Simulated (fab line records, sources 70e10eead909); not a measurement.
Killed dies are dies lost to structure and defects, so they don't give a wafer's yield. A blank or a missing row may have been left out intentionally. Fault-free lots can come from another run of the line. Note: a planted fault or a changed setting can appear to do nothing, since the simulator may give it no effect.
fab line records | flow nand_harc
record: lots: 22 wafers: 66 last_day: 33
route steps=1302 shown A_STAIRCASE@785 A_SGD_CUT@907
lots with no fault: from the same line, run without faults
start_h: start of the lot's first displayed wafer, in hours after the record's first day | wait_h: how many hours have passed since the lot's step before this one | " same as the row above | L1.1+2: a single row standing in for several wafers | - no value, or no start was given | * or withheld: withheld | < > ~ a bound
route shown NAME@n: NAME is a module with steps in the file, n the number in the route of the first one | usual: mean/standard deviation taken from wafers without a fault | same: alike in all rows | chamber/n: place in a boat | sites: readings site by site | _std_site: how widely they spread, as a standard deviation | _edge_site: mean of outer sites minus mean of inner sites | radius_mm: for every site, how far away it sits from the centre of the wafer | mask NAME#n: copy n | behind: the most recent tool/chamber to have shaped the wafer | hold: why the lot was held/for how many hours/how that ended | device: transistor that didn't switch, given as n, p or np | end of line: at the end of the route, the tests of the same wafers | where a step has no rows: the recipe by itself | killed: dies that structure and defects cost at the first sort, which is not the same as the wafer's yield | map: the dies of a wafer, with x for killed, . for not killed, _ for no die there
set.NAME: the setting that was run; set.NAME@STEP: the one run at that earlier step | model.NAME: the simulator's own value behind a step, which no gauge read
one table for each step of the route and one row for each wafer, over a sample of lots
services: a tool's chamber out of use, with start hour (start_h, from the record's first day; less than 0 if before it), hours out, and reason
== steps ==
step: NHARC_A_STAIRCASE_ETCH_271
recipe: cf4_flow_sccm: 100 chf3_flow_sccm: 30 ar_flow_sccm: 0 rf_w: 500 bias_w: 200 chemistry: CF4/CHF3
usual: chf3_flow_sccm: 30.01/0.083 drypump_motor_current_A: 5.7/0.37 oes_product_au: 0.957/0.022 rf_vpp_V: 369.8/1.6 showerhead_plenum_p_Torr: 1.55/0.045 throttle_valve_pct: 16.803/0.0098
columns lot.wafer tool chamber start_h wait_h chf3_flow_sccm drypump_motor_current_A oes_product_au rf_hours_counter_h rf_vpp_V showerhead_plenum_p_Torr throttle_valve_pct
L074.2 rie_diel-06 0 368.28 0.1 30.01 5.7 0.968 26 370.5 1.55 16.790
L074.3 " 2 " " 30.00 5.1 0.939 28 370.9 1.59 16.806
L074.6 " 1 " " 30.14 5.8 0.967 - 370.7 1.62 16.807
L075.4 rie_diel-06 3 374.13 0.1 30.03 5.9 0.926 31 368.5 1.51 16.810
L075.2 " 0 " " 30.10 5.7 0.941 27 369.8 1.55 16.798
L075.5 " 2 " " 29.75 5.0 0.926 - 370.4 1.59 16.804
L078.4 rie_diel-09 0 400.32 0.1 30.17 5.7 0.953 22 369.1 1.50 16.794
L078.1 " 2 " " 30.07 5.8 0.972 28 371.5 1.58 16.799
L078.2 " 3 " " 30.07 5.8 0.970 17 371.4 1.61 16.809
L077.4 rie_diel-01 1 403.80 0.1 30.02 4.8 0.988 3 372.2 1.61 16.802
L077.3 " 0 " " 30.02 5.7 0.961 3 370.3 1.55 16.804
L077.5 " 2 " " 30.04 5.9 0.978 - 367.8 1.49 16.808
L076.2 rie_diel-06 1 404.50 0.1 29.94 5.8 0.970 37 371.4 1.61 16.788
L076.5 " 3 " " 30.08 5.9 0.952 - 369.4 1.51 16.804
L076.6 " 0 " " 29.99 5.8 0.985 - 368.3 1.55 16.800
L079.2 rie_diel-09 2 408.86 0.1 29.95 5.9 0.938 32 369.6 1.58 16.796
L079.3 " 3 " " 29.99 5.8 0.940 22 370.7 1.61 16.809
L079.5 " 2 " " 29.91 5.9 0.931 - 369.8 1.58 16.805
L080.3 rie_diel-06 1 438.17 0.1 30.08 5.8 0.967 49 371.7 1.61 16.806
L080.5 " 0 " " 30.06 5.7 0.965 - 369.1 1.54 16.817
L080.6 " 1 " " 29.97 5.8 0.968 - 372.6 1.61 16.802
L081.1 rie_diel-09 3 442.72 0.1 30.03 5.8 0.965 32 370.6 1.61 16.791
L081.3 " 0 " " 30.01 5.7 0.974 38 368.6 1.50 16.784
L081.5 " 1 " " 29.80 6.2 0.952 - 368.6 1.50 16.795
L083.2 rie_diel-09 1 466.95 0.1 30.04 6.2 0.966 49 367.9 1.50 16.811
L083.6 " 0 " " 29.89 5.7 0.959 - 368.9 1.50 16.802
L083.5 " 1 " " 29.95 6.2 0.978 - 368.3 1.50 16.795
L082.4 rie_diel-09 0 468.81 0.1 29.95 5.7 0.964 42 369.4 1.49 16.808
L082.6 " 2 " " 30.03 5.8 0.972 - 370.2 1.57 16.799
L082.5 " 3 " " 30.13 5.8 0.960 - 372.3 1.60 16.813
L085.3 rie_diel-09 3 479.09 0.1 30.05 5.8 0.923 46 372.5 1.60 16.808
L085.4 " 1 " " 30.12 6.2 0.919 52 369.3 1.50 16.805
L085.5 " 3 " " 29.85 5.8 0.921 - 371.4 1.60 16.794
L084.4 rie_diel-01 1 480.26 0.1 30.13 4.8 0.960 28 374.0 1.60 16.811
L084.5 " 2 " " 29.90 5.9 0.973 - 368.2 1.48 16.801
L084.6 " 3 " " 29.76 5.3 0.991 - 368.4 1.49 16.821
L087.4 rie_diel-09 2 492.76 0.1 29.95 5.8 0.963 58 369.4 1.57 16.794
L087.2 " 3 " " 29.91 5.8 0.962 50 372.7 1.60 16.804
L087.3 " 0 " " 30.02 5.6 0.985 47 368.6 1.49 16.808
L086.2 rie_diel-06 2 493.84 0.1 30.07 5.0 0.974 0 372.5 1.58 16.801
L086.5 " 2 " " 30.00 5.0 0.980 - 370.0 1.58 16.804
L086.6 " 3 " " 30.05 5.9 0.968 - 367.6 1.50 16.801
L089.3 rie_diel-06 2 523.04 0.1 30.02 5.0 0.935 8 370.2 1.57 16.805
L089.5 " 2 " " 30.04 5.1 0.928 - 370.0 1.57 16.808
L089.6 " 3 " " 30.08 5.9 0.926 - 367.1 1.50 16.801
L091.3 rie_diel-06 1 538.58 0.1 30.08 5.8 0.984 17 370.6 1.60 16.805
L091.4 " 3 " " 29.98 5.9 0.970 11 368.0 1.50 16.800
L091.2 " 0 " " 29.86 5.7 0.986 18 369.3 1.54 16.808
L090.3 rie_diel-09 0 539.06 0.1 30.05 5.7 0.978 10 367.9 1.49 16.805
L090.2 " 1 " " 29.99 6.2 0.976 10 367.8 1.50 16.815
L090.1 " 3 " " 29.92 5.8 0.962 12 371.0 1.60 16.800
L092.1 rie_diel-06 1 544.29 0.1 30.21 5.8 0.926 19 371.9 1.60 16.780
L092.2 " 0 " " 29.91 5.7 0.927 19 369.0 1.54 16.799
L092.5 " 2 " " 30.12 5.0 0.922 - 370.4 1.57 16.809
L093.3 rie_diel-09 1 560.47 0.1 30.03 6.2 0.938 24 367.3 1.49 16.809
L093.2 " 2 " " 30.03 5.8 0.925 21 371.6 1.56 16.808
L093.4 " 3 " " 29.96 5.8 0.931 21 371.4 1.59 16.798
L094.2 rie_diel-01 0 584.20 0.1 29.92 5.6 0.961 6 368.7 1.53 16.792
L094.4 " 0 " " 29.88 5.6 0.956 - 368.5 1.53 16.804
L094.5 " 1 " " 30.11 4.8 0.964 - 371.3 1.59 16.787
L096.3 rie_diel-09 3 588.38 0.1 30.01 5.8 0.912 30 371.4 1.59 16.808
L096.1 " 2 " " 30.16 5.9 0.915 28 371.7 1.56 16.832
L096.6 " 3 " " 30.08 5.8 0.933 - 370.9 1.59 16.809
L097.1 rie_diel-06 1 605.08 0.1 30.00 5.8 0.932 36 370.9 1.60 16.797
L097.2 " 3 " " 30.11 5.9 0.931 29 367.2 1.50 16.824
L097.5 " 2 " " 29.99 5.0 0.953 - 369.6 1.57 16.807
step: NHARC_A_STAIRCASE_DESCUM_291
recipe: time_s: 3 o2_flow_sccm: 200 ar_flow_sccm: 0 bias_power_w: 0 chemistry: O2
usual: drypump_motor_current_A: 5.6/0.37 o2_flow_sccm: 200.0/0.6 oes_product_au: 0.999/0.0085 rf_vpp_V: 57.6/0.89 showerhead_plenum_p_Torr: 1.86/0.061 throttle_valve_pct: 11.311/0.0084
same: time_s: 3
columns lot.wafer tool chamber start_h wait_h drypump_motor_current_A o2_flow_sccm oes_product_au rf_hours_counter_h rf_vpp_V showerhead_plenum_p_Torr throttle_valve_pct
L074.3 rie_diel-06 0 376.94 - 5.7 200.2 1.008 29 57.3 1.88 11.310
L074.2 " 2 " " 5.0 198.9 1.005 31 57.0 1.93 11.312
L074.6 " 1 " " 5.8 199.8 1.003 - 56.8 1.97 11.318
L075.4 rie_diel-06 3 384.74 - 5.9 199.6 0.997 34 57.5 1.83 11.312
L075.2 " 1 " " 5.8 200.6 1.014 30 57.2 1.97 11.320
L075.5 " 3 " " 5.9 200.4 0.994 - 58.3 1.83 11.315
L078.4 rie_diel-09 0 408.70 - 5.7 200.2 1.024 27 56.7 1.82 11.311
L078.2 " 1 " " 6.2 201.3 0.993 30 56.4 1.83 11.313
L078.1 " 2 " " 5.8 199.7 0.990 32 58.4 1.92 11.305
L077.4 rie_diel-09 1 412.31 - 6.2 200.1 0.993 32 56.9 1.83 11.302
L077.3 " 0 " " 5.7 199.9 0.996 29 57.1 1.82 11.320
L077.5 " 2 " " 5.8 201.0 0.983 - 57.7 1.92 11.302
L076.2 rie_diel-09 2 412.71 - 5.8 200.2 0.985 34 58.4 1.92 11.326
L076.5 " 3 " " 5.8 200.0 0.984 - 58.3 1.96 11.319
L076.6 " 0 " " 5.7 200.1 0.995 - 57.2 1.82 11.306
L079.3 rie_diel-09 0 415.91 - 5.7 199.5 0.988 31 57.6 1.82 11.305
L079.2 " 2 " " 5.8 199.5 0.988 35 58.6 1.92 11.313
L079.5 " 3 " " 5.8 200.3 0.989 - 57.8 1.96 11.322
L080.3 rie_diel-01 2 444.36 - 5.9 200.4 1.000 15 56.6 1.80 11.316
L080.6 " 0 " " 5.7 200.8 0.995 - 58.1 1.87 11.314
L080.5 " 1 " " 4.8 199.6 1.006 - 56.9 1.96 11.310
L081.1 rie_diel-09 1 448.34 - 6.2 199.7 0.991 41 58.8 1.82 11.318
L081.3 " 3 " " 5.8 200.1 0.993 34 58.7 1.95 11.310
L081.5 " 0 " " 5.7 199.9 1.006 - 57.9 1.81 11.302
L083.2 rie_diel-01 3 472.74 - 5.3 200.8 0.990 28 57.8 1.80 11.297
L083.5 " 2 " " 5.9 199.8 0.992 - 57.1 1.80 11.315
L083.6 " 3 " " 5.3 199.8 0.988 - 57.7 1.80 11.306
L082.4 rie_diel-01 0 478.39 - 5.7 200.2 1.000 31 56.6 1.87 11.296
L082.5 " 1 " " 4.8 198.7 1.006 - 57.9 1.95 11.308
L082.6 " 2 " " 5.9 199.4 0.999 - 56.5 1.80 11.302
L085.4 rie_diel-01 2 488.87 - 5.9 200.1 0.988 29 58.1 1.80 11.314
L085.3 " 3 " " 5.2 199.6 1.000 32 56.5 1.80 11.311
L085.5 " 2 " " 5.9 198.5 0.996 - 57.4 1.80 11.330
L084.4 rie_diel-01 3 490.83 - 5.3 199.4 0.995 33 58.0 1.80 11.303
L084.5 " 3 " " 5.3 200.3 1.007 - 57.2 1.80 11.303
L084.6 " 0 " " 5.6 201.0 1.001 - 57.3 1.87 11.314
L087.3 rie_diel-06 0 503.59 - 5.7 199.9 1.005 4 57.9 1.87 11.295
L087.2 " 2 " " 5.0 200.1 1.000 3 59.9 1.92 11.314
L087.4 " 3 " " 5.9 200.1 1.006 4 56.6 1.82 11.312
L086.2 rie_diel-01 0 505.31 - 5.7 200.3 0.995 38 57.0 1.87 11.314
L086.5 " 3 " " 5.2 200.2 1.002 - 57.3 1.80 11.307
L086.6 " 0 " " 5.7 200.7 0.997 - 58.4 1.87 11.310
L089.3 rie_diel-01 2 530.11 - 5.9 199.6 1.011 43 57.8 1.79 11.305
L089.5 " 3 " " 5.3 199.9 1.005 - 56.9 1.80 11.302
L089.6 " 0 " " 5.7 199.9 0.999 - 57.5 1.86 11.317
L091.2 rie_diel-06 0 546.20 - 5.7 200.0 0.999 20 56.7 1.86 11.317
L091.3 " 1 " " 5.7 199.6 1.002 19 58.8 1.95 11.317
L091.4 " 2 " " 5.1 199.6 1.000 18 59.4 1.91 11.316
L090.2 rie_diel-01 1 546.79 - 4.8 201.8 1.005 49 57.2 1.95 11.312
L090.1 " 3 " " 5.2 199.4 1.003 48 55.0 1.80 11.310
L090.3 " 0 " " 5.7 200.4 1.001 49 56.9 1.86 11.325
L092.1 rie_diel-01 3 550.53 - 5.2 199.1 0.998 49 58.2 1.80 11.303
L092.2 " 1 " " 4.8 199.5 1.010 51 59.3 1.95 11.307
L092.5 " 2 " " 5.9 200.2 0.998 - 55.6 1.79 11.304
L093.2 rie_diel-09 2 567.26 - 5.8 200.5 1.001 23 57.7 1.90 11.302
L093.3 " 3 " " 5.8 199.6 1.006 23 57.8 1.94 11.329
L093.4 " 1 " " 6.2 198.9 1.000 27 57.4 1.81 11.316
L094.2 rie_diel-06 3 590.59 - 5.9 200.7 1.007 24 58.9 1.82 11.303
L094.4 " 1 " " 5.8 199.8 1.006 - 57.8 1.95 11.319
L094.5 " 0 " " 5.7 200.4 1.012 - 58.0 1.86 11.311
L096.3 rie_diel-01 3 595.10 - 5.2 199.8 1.009 9 56.4 1.79 11.314
L096.1 " 0 " " 5.7 199.6 1.003 10 56.5 1.86 11.310
L096.6 " 3 " " 5.2 200.5 0.997 - 57.9 1.79 11.309
L097.1 rie_diel-09 0 612.81 - 5.7 199.5 1.012 41 56.5 1.80 11.317
L097.2 " 3 " " 5.7 200.2 0.995 41 58.3 1.93 11.310
L097.5 " 1 " " 6.2 199.5 0.999 - 58.5 1.80 11.320
step: NHARC_A_STAIRCASE_ETCH_315
recipe: target_depth_a: 25000 time_s: 607.1 ion_energy_ev: 800 c4f8_flow_sccm: 80 o2_flow_sccm: 60 ar_flow_sccm: withheld rf_w: 600 bias_w: 3000 chemistry: C4F8/O2/Ar
usual: oes_product_au: 0.932/0.0075 rf_vpp_V: 1822/8.1
same: time_s: 607.1
columns lot.wafer tool chamber start_h wait_h oes_product_au rf_hours_counter_h rf_vpp_V
L074.2 rie_diel-09 3 - - 0.937 12 1831
L074.3 " 2 " " 0.932 22 1828
L074.6 " 0 " " 0.924 - 1814
L075.4 rie_diel-06 2 - - 0.931 36 1829
L075.2 " 0 " " 0.931 35 1823
L075.5 " 2 " " 0.934 - 1829
L078.4 rie_diel-06 0 - - 0.941 47 1823
L078.1 " 1 " " 0.938 45 1833
L078.2 " 3 " " 0.936 47 1815
L077.3 rie_diel-06 1 - - 0.937 45 1833
L077.4 " 3 " " 0.922 48 1816
L077.5 " 1 " " 0.938 - 1832
L076.2 rie_diel-09 1 - - 0.931 35 1815
L076.6 " 2 " " 0.920 - 1826
L076.5 " 3 " " 0.929 - 1833
L079.3 rie_diel-06 3 - - 0.920 48 1817
L079.2 " 1 " " 0.933 46 1833
L079.5 " 1 " " 0.928 - 1833
L080.3 rie_diel-01 3 - - 0.938 19 1812
L080.6 " 3 " " 0.936 - 1812
L080.5 " 0 " " 0.927 - 1821
L081.3 rie_diel-06 0 - - 0.940 53 1822
L081.1 " 1 " " 0.937 52 1832
L081.5 " 2 " " 0.928 - 1829
L083.2 rie_diel-06 2 - - 0.929 64 1829
L083.6 " 2 " " 0.935 - 1828
L083.5 " 3 " " 0.924 - 1815
L082.6 rie_diel-01 0 - - 0.915 - 1822
L082.5 " 1 " " 0.919 - 1831
L082.4 " 3 " " 0.930 - 1813
L085.4 rie_diel-06 2 - - 0.919 2 1827
L085.3 " 0 " " 0.927 4 1820
L085.5 " 1 " " 0.941 - 1834
L084.4 rie_diel-01 1 - - 0.934 36 1833
L084.6 " 3 " " 0.926 - 1813
L084.5 " 0 " " 0.925 - 1820
L087.4 rie_diel-06 0 - - 0.939 6 1823
L087.3 " 2 " " 0.937 4 1826
L087.2 " 3 " " 0.944 5 1814
L086.2 rie_diel-01 2 - - 0.935 37 1812
L086.5 " 2 " " 0.935 - 1812
L086.6 " 3 " " 0.943 - 1810
L089.3 rie_diel-09 3 - - 0.932 12 1830
L089.6 " 0 " " 0.933 - 1812
L089.5 " 1 " " 0.944 - 1815
L091.3 rie_diel-01 1 - - 0.944 52 1831
L091.4 " 2 " " 0.929 48 1811
L091.2 " 0 " " 0.920 52 1819
L090.2 rie_diel-01 0 - - 0.929 52 1818
L090.1 " 1 " " 0.938 52 1831
L090.3 " 2 " " 0.917 49 1811
L092.2 rie_diel-01 1 - - 0.938 53 1832
L092.1 " 0 " " 0.934 53 1821
L092.5 " 0 " " 0.927 - 1820
L093.3 rie_diel-01 1 - - 0.941 2 1831
L093.2 " 2 " " 0.927 2 1811
L093.4 " 0 " " 0.937 2 1820
L094.4 rie_diel-01 3 - - 0.931 10 1811
L094.2 " 0 " " 0.930 11 1820
L094.5 " 2 " " 0.944 - 1812
L096.3 rie_diel-09 3 - - 0.929 38 1828
L096.1 " 1 " " 0.923 37 1812
L096.6 " 2 " " 0.929 - 1825
L097.1 rie_diel-09 2 - - 0.937 39 1824
L097.2 " 0 " " 0.937 45 1811
L097.5 " 1 " " 0.941 - 1813
step: NHARC_A_STAIRCASE_CMP_152
usual: motor_current_A: 12.1/1.5 retaining_ring_pressure_frac: 1.000/0.0046
columns lot.wafer tool chamber start_h wait_h motor_current_A retaining_ring_pressure_frac
L074.3 cmp-02 1 440.12 0.1 12.7 1.009
L074.2 " 2 " " 10.0 1.004
L074.6 " 3 " " 12.7 1.003
L075.4 cmp-01 1 440.30 0.1 10.5 1.009
L075.2 " 0 " " 10.8 1.002
L075.5 " 2 " " 12.1 0.999
L077.4 cmp-02 0 460.20 0.1 13.1 0.990
L077.3 " 1 " " 12.5 0.998
L077.5 " 0 " " 12.8 1.012
L076.2 cmp-04 0 460.35 0.1 13.2 1.002
L076.6 " 2 " " 15.3 1.000
L076.5 " 3 " " 11.2 1.000
L078.4 cmp-04 2 461.49 0.1 15.1 1.007
L078.1 " 3 " " 11.5 0.997
L078.2 " 0 " " 13.4 1.002
L079.2 cmp-04 3 470.31 0.1 11.4 1.000
L079.3 " 1 " " 12.9 0.996
L079.5 " 3 " " 11.9 0.998
L081.1 cmp-04 2 501.46 0.1 14.6 0.998
L081.3 " 3 " " 11.2 0.997
L081.5 " 2 " " 14.1 0.993
L080.3 cmp-02 0 501.62 0.1 12.9 0.999
L080.5 " 0 " " 13.1 0.997
L080.6 " 1 " " 12.7 1.003
L083.2 cmp-01 2 528.76 0.1 11.9 1.000
L083.6 " 0 " " 9.5 0.997
L083.5 " 1 " " 10.8 1.005
L082.4 cmp-01 2 528.90 0.1 11.9 1.001
L082.5 " 1 " " 10.5 1.000
L082.6 " 2 " " 11.6 1.001
L085.3 cmp-01 1 549.59 0.1 11.4 0.993
L085.4 " 2 " " 12.1 1.004
L085.5 " 1 " " 10.6 0.997
L084.4 cmp-02 1 552.41 0.1 12.7 0.999
L084.5 " 1 " " 12.1 0.998
L084.6 " 2 " " 10.1 0.992
L087.3 cmp-04 2 555.18 0.1 14.8 0.998
L087.2 " 0 " " 13.7 0.994
L087.4 " 1 " " 12.8 0.998
L086.2 cmp-01 1 555.32 0.1 10.3 0.996
L086.6 " 1 " " 10.3 0.998
L086.5 " 2 " " 11.3 0.993
L089.3 cmp-01 2 583.08 0.1 11.4 0.999
L089.6 " 0 " " 10.2 1.003
L089.5 " 1 " " 11.2 0.998
L092.1 cmp-04 1 607.34 0.1 13.1 0.986
L092.2 " 2 " " 14.3 0.999
L092.5 " 1 " " 12.3 0.997
L090.1 cmp-02 0 607.60 0.1 12.7 1.003
L090.3 " 1 " " 11.6 0.992
L090.2 " 3 " " 12.6 1.003
L091.3 cmp-01 1 607.88 0.1 11.5 0.997
L091.4 " 2 " " 11.5 0.998
L091.2 " 0 " " 9.7 0.992
L093.2 cmp-01 2 621.61 0.1 11.6 0.997
L093.3 " 3 " " 10.2 0.996
L093.4 " 0 " " 10.0 1.005
L094.4 cmp-01 0 639.74 0.1 9.8 0.997
L094.2 " 1 " " 10.6 1.001
L094.5 " 3 " " 10.5 1.002
L096.3 cmp-04 2 654.46 0.1 14.4 0.995
L096.1 " 0 " " 13.3 1.005
L096.6 " 1 " " 13.4 1.003
L097.1 cmp-02 3 671.04 0.1 12.4 1.002
L097.2 " 1 " " 11.8 0.997
L097.5 " 3 " " 12.7 1.003
step: NHARC_A_STAIRCASE_INSPECT_155
usual: raw_defect_count: 402/110
columns lot.wafer tool chamber start_h wait_h raw_defect_count
L074.2 defect_inspect-02 - 441.80 0.1 474
L074.3 " - " " 445
L074.6 " - " " 401
L075.2 defect_inspect-01 - 442.01 0.1 313
L075.4 " - " " 374
L075.5 " - " " 384
L077.3 defect_inspect-01 - 461.97 0.1 357
L077.4 " - " " 325
L077.5 " - " " 360
L076.2 defect_inspect-01 - 462.07 0.1 611
L076.5 " - " " 463
L076.6 " - " " 463
L078.1 defect_inspect-01 - 463.22 0.1 278
L078.2 " - " " 400
L078.4 " - " " 483
L079.2 defect_inspect-01 - 472.01 0.1 569
L079.3 " - " " 497
L079.5 " - " " 427
L081.1 defect_inspect-01 - 503.34 0.1 480
L081.3 " - " " 493
L081.5 " - " " 548
L080.3 defect_inspect-02 - 503.53 0.1 382
L080.5 " - " " 286
L080.6 " - " " 293
L083.2 defect_inspect-02 - 530.71 0.1 552
L083.5 " - " " 400
L083.6 " - " " 402
L082.4 defect_inspect-01 - 530.73 0.1 548
L082.5 " - " " 554
L082.6 " - " " 552
L085.3 defect_inspect-01 - 551.76 0.1 261
L085.4 " - " " 455
L085.5 " - " " 296
L084.4 defect_inspect-01 - 554.13 0.1 398
L084.5 " - " " 257
L084.6 " - " " 289
L087.2 defect_inspect-02 - 556.93 0.1 411
L087.3 " - " " 492
L087.4 " - " " 323
L086.2 defect_inspect-02 - 557.23 0.1 466
L086.5 " - " " 650
L086.6 " - " " 618
L089.3 defect_inspect-01 - 584.84 0.1 406
L089.5 " - " " 306
L089.6 " - " " 450
L092.1 defect_inspect-02 - 609.25 0.1 307
L092.2 " - " " 269
L092.5 " - " " 288
L090.1 defect_inspect-02 - 609.32 0.1 313
L090.2 " - " " 301
L090.3 " - " " 391
L091.2 defect_inspect-01 - 609.62 0.1 532
L091.3 " - " " 582
L091.4 " - " " 474
L093.2 defect_inspect-02 - 623.33 0.1 321
L093.3 " - " " 308
L093.4 " - " " 257
L094.2 defect_inspect-02 - 641.43 0.1 309
L094.4 " - " " 224
L094.5 " - " " 213
L096.1 defect_inspect-01 - 656.25 0.1 283
L096.3 " - " " 414
L096.6 " - " " 330
L097.1 defect_inspect-02 - 672.85 0.1 341
L097.2 " - " " 312
L097.5 " - " " 280
step: NHARC_A_SGD_CUT_ETCH_15
recipe: target_depth_a: 750 time_s: 64.3 ch3f_flow_sccm: 50 o2_flow_sccm: 30 ar_flow_sccm: 200 rf_w: 500 bias_w: 100 chemistry: CH3F/O2
usual: ch3f_flow_sccm: 49.98/0.15 drypump_motor_current_A: 5.66/0.26 o2_flow_sccm: 30.01/0.088 oes_product_au: 0.960/0.013 rf_vpp_V: 264.0/1.4 showerhead_plenum_p_Torr: 2.46/0.086 throttle_valve_pct: 20.663/0.0096
same: time_s: 64.3
columns lot.wafer tool chamber start_h wait_h ch3f_flow_sccm drypump_motor_current_A o2_flow_sccm oes_product_au rf_hours_counter_h rf_vpp_V showerhead_plenum_p_Torr throttle_valve_pct
L074.3 rie_diel-10 0 - - 49.95 5.57 30.04 0.959 1 263.6 2.40 20.668
L074.2 " 2 " " 50.33 6.25 29.91 0.975 1 261.7 2.31 20.682
L074.6 " 3 " " 50.19 5.58 30.08 0.979 - 265.0 2.51 20.652
L075.2 rie_diel-03 2 - - 49.87 5.99 30.03 0.963 13 265.7 2.56 20.667
L075.4 " 3 " " 50.07 5.63 30.04 0.960 13 261.7 2.41 20.657
L075.5 " 2 " " 49.75 6.00 29.94 0.948 - 264.5 2.56 20.651
L077.4 rie_diel-10 1 - - 50.27 5.86 29.88 0.957 2 263.0 2.39 20.650
L077.3 " 2 " " 49.84 6.32 29.96 0.959 1 261.6 2.31 20.681
L077.5 " 1 " " 50.23 5.87 29.89 0.955 - 263.0 2.39 20.653
L076.2 rie_diel-05 2 - - 50.00 5.62 30.13 0.956 3 265.8 2.57 20.653
L076.6 " 0 " " 49.84 5.66 29.94 0.949 - 265.5 2.55 20.663
L076.5 " 1 " " 49.81 5.45 30.01 0.943 - 263.8 2.46 20.673
L078.2 rie_diel-10 1 - - 50.16 5.85 29.98 0.963 2 264.1 2.39 20.664
L078.1 " 2 " " 49.94 6.27 30.09 0.961 2 262.2 2.31 20.674
L078.4 " 3 " " 49.98 5.58 30.11 0.947 1 265.0 2.51 20.671
L079.2 rie_diel-05 1 - - 49.86 5.37 29.84 0.955 4 263.4 2.46 20.661
L079.3 " 2 " " 49.88 5.54 30.00 0.947 4 265.9 2.57 20.657
L079.5 " 2 " " 50.06 5.58 29.98 0.948 - 264.7 2.57 20.664
L081.1 rie_diel-05 1 - - 49.60 5.39 30.07 0.961 6 264.2 2.46 20.661
L081.3 " 2 " " 49.87 5.55 29.93 0.980 5 266.4 2.57 20.662
L081.5 " 1 " " 49.63 5.35 29.97 0.953 - 263.1 2.46 20.673
L080.3 rie_diel-10 0 - - 49.98 5.56 30.10 0.950 2 262.7 2.40 20.654
L080.5 " 1 " " 50.08 5.85 30.08 0.943 - 263.0 2.39 20.667
L080.6 " 2 " " 50.12 6.31 30.15 0.945 - 262.5 2.31 20.659
L083.2 rie_diel-03 2 - - 50.26 5.99 30.03 0.958 6 266.0 2.56 20.657
L083.6 " 0 " " 49.99 5.65 30.06 0.958 - 264.5 2.60 20.653
L083.5 " 1 " " 49.72 5.52 30.01 0.993 - 262.4 2.36 20.668
L082.4 rie_diel-05 2 - - 50.00 5.59 30.06 0.965 8 266.3 2.56 20.667
L082.6 " 0 " " 49.77 5.66 30.03 0.968 - 265.0 2.55 20.671
L082.5 " 1 " " 49.97 5.37 29.93 0.964 - 263.8 2.46 20.665
L085.3 rie_diel-05 0 - - 50.11 5.66 30.10 0.964 10 265.0 2.55 20.648
L085.5 " 0 " " 50.01 5.68 30.04 0.956 - 264.3 2.55 20.689
L085.4 " 1 " " 49.85 5.44 29.85 0.963 - 263.3 2.46 20.666
L084.4 rie_diel-05 3 - - 49.98 5.42 30.03 0.956 - 264.1 2.48 20.659
L084.6 " 0 " " 50.09 5.64 30.02 0.960 - 265.8 2.55 20.661
L084.5 " 1 " " 49.89 5.45 30.04 0.966 - 264.8 2.46 20.672
L087.3 rie_diel-05 3 - - 50.07 5.39 29.99 0.960 11 263.5 2.48 20.665
L087.2 " 0 " " 49.78 5.65 30.07 0.953 11 266.0 2.55 20.663
L087.4 " 1 " " 50.13 5.36 29.87 0.958 - 264.5 2.46 20.675
L086.2 rie_diel-10 0 - - 49.85 5.59 29.94 0.970 6 262.5 2.40 20.653
L086.5 " 3 " " 50.02 5.57 30.02 0.960 - 263.9 2.51 20.658
L086.6 " 0 " " 50.05 5.55 29.85 0.977 - 262.8 2.40 20.662
L089.3 rie_diel-03 1 - - 50.16 5.51 29.96 0.981 8 264.1 2.35 20.664
L089.5 " 2 " " 50.11 5.93 30.14 0.961 - 264.2 2.55 20.655
L089.6 " 3 " " 49.91 5.60 29.92 1.003 - 263.1 2.41 20.661
L090.3 rie_diel-10 1 - - 49.85 5.84 29.92 0.960 0 263.2 2.39 20.666
L090.2 " 2 " " 50.07 6.24 29.85 0.952 0 259.7 2.31 20.672
L090.1 " 3 " " 50.10 5.58 29.87 0.974 0 264.2 2.51 20.668
L092.2 rie_diel-05 2 - - 49.97 5.59 29.96 0.976 0 266.3 2.56 20.650
L092.1 " 1 " " 49.87 5.38 29.95 0.982 0 264.2 2.45 20.667
L092.5 " 2 " " 49.95 5.55 30.00 0.981 - 264.8 2.56 20.654
L091.3 rie_diel-03 1 - - 49.92 5.51 29.96 0.985 11 262.7 2.35 20.665
L091.4 " 2 " " 49.92 5.98 30.00 0.960 13 266.9 2.55 20.676
L091.2 " 3 " " 50.20 5.57 29.97 0.973 12 262.3 2.41 20.681
L093.2 rie_diel-05 1 - - 50.21 5.34 29.81 0.961 1 263.4 2.46 20.663
L093.3 " 2 " " 50.05 5.60 30.12 0.957 1 264.4 2.56 20.656
L093.4 " 3 " " 50.38 5.38 29.93 0.949 1 264.3 2.48 20.656
L094.2 rie_diel-05 1 - - 49.85 5.43 29.96 0.933 3 263.9 2.45 20.653
L094.4 " 2 " " 50.02 5.57 30.01 0.944 3 265.8 2.56 20.670
L094.5 " 0 " " 49.93 5.66 30.05 0.928 - 262.9 2.55 20.669
L096.1 rie_diel-05 0 - - 50.11 5.66 29.88 0.950 4 263.7 2.55 20.660
L096.3 " 1 " " 50.24 5.42 30.08 0.962 4 263.7 2.45 20.669
L096.6 " 2 " " 49.87 5.54 29.88 0.966 - 264.5 2.56 20.675
L097.2 rie_diel-03 0 - - 50.18 5.65 30.07 0.940 2 266.0 2.59 20.664
L097.1 " 3 " " 49.86 5.62 29.98 0.958 2 262.8 2.41 20.664
L097.5 " 0 " " 49.90 5.65 30.07 0.941 - 266.0 2.59 20.658
== services ==
columns tool chamber start_h hours kind
rie_diel-01 2 348.93 9.0 repair
rie_diel-01 1 359.08 9.7 repair
rie_diel-09 0 380.91 7.5 repair
rie_diel-01 - 381.23 9.0 pm
rie_diel-05 - 406.60 9.0 pm
rie_diel-06 0 421.50 4.5 repair
rie_diel-09 2 450.40 4.0 repair
rie_diel-09 0 452.41 12.4 repair
rie_diel-06 - 484.20 9.0 pm
rie_diel-09 0 485.52 4.6 repair
rie_diel-09 - 499.32 9.0 pm
rie_diel-06 - 505.03 0.9 repair
rie_diel-01 0 534.48 5.9 repair
rie_diel-05 2 540.92 19.4 repair
rie_diel-01 3 553.19 17.0 repair
rie_diel-06 2 553.95 8.9 repair
rie_diel-01 - 558.35 9.0 pm
rie_diel-09 1 567.42 1.8 repair
rie_diel-01 3 573.93 2.5 repair
rie_diel-06 2 584.26 14.5 repair
rie_diel-09 0 604.31 6.5 repair
rie_diel-01 - 607.45 0.6 repair
rie_diel-06 - 661.20 9.0 pm
rie_diel-09 - 670.75 0.1 repair
== key ==
fault none
